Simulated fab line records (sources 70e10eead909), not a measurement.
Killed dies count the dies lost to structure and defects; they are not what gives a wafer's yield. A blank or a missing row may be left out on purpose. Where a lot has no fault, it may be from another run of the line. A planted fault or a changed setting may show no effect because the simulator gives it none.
Comparing a struck lot with a sound one    flow nand_harc    14 out of 1302 route steps
Sound: the wafers L519.1, L519.2, L519.4. Struck: wafer L509.1 (L509.4, L509.5, from the same lot, were not struck and are left out); the cause is given at the end.
For every step that has rows: the tool of each side, followed by ch and its chambers, followed by its first start. Under that, the readings that differ: sound wafers    struck wafers    difference of the means    sigmas: that difference in standard deviations of wafers without a fault.
alike: words and numbers the same on both sides, and readings whose means are apart by under 2 such deviations; not compared: readings that were withheld, readings missing a value for some wafer, numbers with overlapping values and no deviation given by the record, and bounds like >300 which may hide the same value.
A row with sigmas, a row that says differs or no value, or rows on one side alone: a step with any of these is where the two part. Numbers that have no deviation but don't overlap get no sigmas and don't part them. A reading missing from all wafers of one side parts the sides only when that side holds two or more wafers.

NHARC_A_SGD_CUT_THK_MEAS_22: measures by ellipsometry.
  struck on film_metro-02, day 20 23:47; sound on film_metro-01, day 25 10:47
  alike: thk_nm
then, 2 steps without rows for these wafers: NHARC_A_SGD_CUT_SRD_23; NHARC_A_SGD_CUT_ETCH_26 (etches SiO2 in dHF, target depth 45.8 nm).
NHARC_A_SGD_CUT_ETCHBACK_24: etches the open film in CH3F/O2, target depth 50 nm, time 92.857 s.
  sound on rie_diel-06 ch 0,1,3, day 25 11:06; struck on rie_diel-04 ch 1, day 21 00:02
reading                 sound   struck  difference  sigmas
rf_hours_counter_h (h)  9 10 9  7       -2          
  alike: drypump_motor_current_A, o2_flow_sccm, oes_product_au, rf_vpp_V, showerhead_plenum_p_Torr, throttle_valve_pct
NHARC_A_SGD_CUT_STRIP_28: strips in O2, time 20 s.
  sound on rie_diel-06 ch 0,2,3; struck on rie_diel-04 ch 2
reading                 sound  struck  difference  sigmas
rf_hours_counter_h (h)  9 9 9  8       -1          
  alike: drypump_motor_current_A, o2_flow_sccm, oes_product_au, rf_vpp_V, showerhead_plenum_p_Torr, throttle_valve_pct
NHARC_A_SGD_CUT_INSPECT_25:
  struck on defect_inspect-01, day 21 00:16; sound on defect_inspect-01, day 25 11:20
  alike: raw_defect_count
NHARC_A_SLIT_DEP_25: deposits SiO2, target thk 200 nm.
  sound on pecvd-01 ch 0,1,2, day 25 11:25; struck on pecvd-01 ch 1, day 21 00:24
  alike: heater_power_w, susceptor_temp_C, throttle_valve_pct
NHARC_A_SLIT_DEP_00: deposits aC, target thk 6200 nm.
  sound on acl_dep-01 ch 0, day 25 11:45; struck on acl_dep-03 ch 0, day 21 00:40
  alike: susceptor_temp_C, throttle_valve_pct
NHARC_A_SLIT_DEP_23: deposits SiON, target thk 100 nm.
  sound on pecvd-01 ch 0,1,2, day 25 15:37; struck on pecvd-02 ch 0, day 21 04:30
  alike: heater_power_w, susceptor_temp_C
then, 3 steps without rows for these wafers: NHARC_A_SLIT_DEHYDRATE_01 (time 120 s); NHARC_A_SLIT_HMDS_02 (time 30 s); NHARC_A_SLIT_COAT_03 (resist thk 90 nm).
NHARC_A_SLIT_SOFTBAKE_04: time 55 s.
  sound on litho_track-01 ch 0, day 25 15:00; struck on litho_track-01 ch 0, day 21 04:00
reading                   sound                 struck  difference  sigmas
heater_power_total_W (W)  188.48 188.32 188.52  200.77  +12.33      +95
then, 1 step without rows for these wafers: NHARC_A_SLIT_EBR_05.

WHERE THEY PART
Only at NHARC_A_SLIT_SOFTBAKE_04, as far as this record shows.

WHY: what the simulator had put in
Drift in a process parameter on litho_track-01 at NHARC_A_SLIT_SOFTBAKE_04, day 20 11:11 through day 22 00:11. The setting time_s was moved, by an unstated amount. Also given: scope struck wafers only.
